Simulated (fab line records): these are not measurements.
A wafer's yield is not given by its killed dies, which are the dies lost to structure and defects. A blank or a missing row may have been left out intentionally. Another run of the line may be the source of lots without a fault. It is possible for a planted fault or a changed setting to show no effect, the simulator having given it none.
Chamber matching :: flow n5 finfet :: 3 sister chambers for N5_BEOL_M11_CURE_72 on uv cure-03
The step cures SiCOH lowk, time 120 s. 3 wafers are shown with their chamber, then 7 later ones without.

== WAFERS, EACH WITH ITS CHAMBER ==
wafer: L074.6
chamber: 2
wafer_temp_C_max: 372.0

wafer: L079.6
chamber: 1
wafer_temp_C_max: 370.9

wafer: L089.3
chamber: 0
wafer_temp_C_max: 371.8

== WAFERS MISSING THEIR CHAMBER ==
wafer: L089.6
wafer_temp_C_max: 372.1

wafer: L095.1
wafer_temp_C_max: 370.9

wafer: L095.3
wafer_temp_C_max: 371.5

wafer: L095.4
wafer_temp_C_max: 371.1

wafer: L094.2
wafer_temp_C_max: 371.5

wafer: L094.3
wafer_temp_C_max: 372.1

wafer: L094.4
wafer_temp_C_max: 372.5

== EACH ONE'S CHAMBER ==
wafer: L089.6
from the rows above: can't be placed: 2 or 0
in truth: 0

wafer: L095.1
from the rows above: 1
in truth: 1

wafer: L095.3
from the rows above: can't be placed: 0 or 2 or 1
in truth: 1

wafer: L095.4
from the rows above: can't be placed: 1 or 0
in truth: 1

wafer: L094.2
from the rows above: can't be placed: 0 or 2 or 1
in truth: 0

wafer: L094.3
from the rows above: can't be placed: 2 or 0
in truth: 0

wafer: L094.4
from the rows above: can't be placed: 2 or 0
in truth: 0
Placed correctly: 1 of 7. Can't be placed from these rows: 6 (the true chamber is among the candidates in 6). Placed wrongly: 0.
How it was worked out, from the rows above alone: a wafer's distance from a chamber is the root of the sum, over the readings, of the square of ((its reading less the chamber's mean) divided by the reading's scatter). The wafer belongs to the nearest chamber; if the next one is less than 2 further off, it can't be placed. A chamber's mean is the mean of its shown wafers. The scatter: root of mean squared gap, hidden wafer to nearest shown wafer, with one shown wafer a chamber.
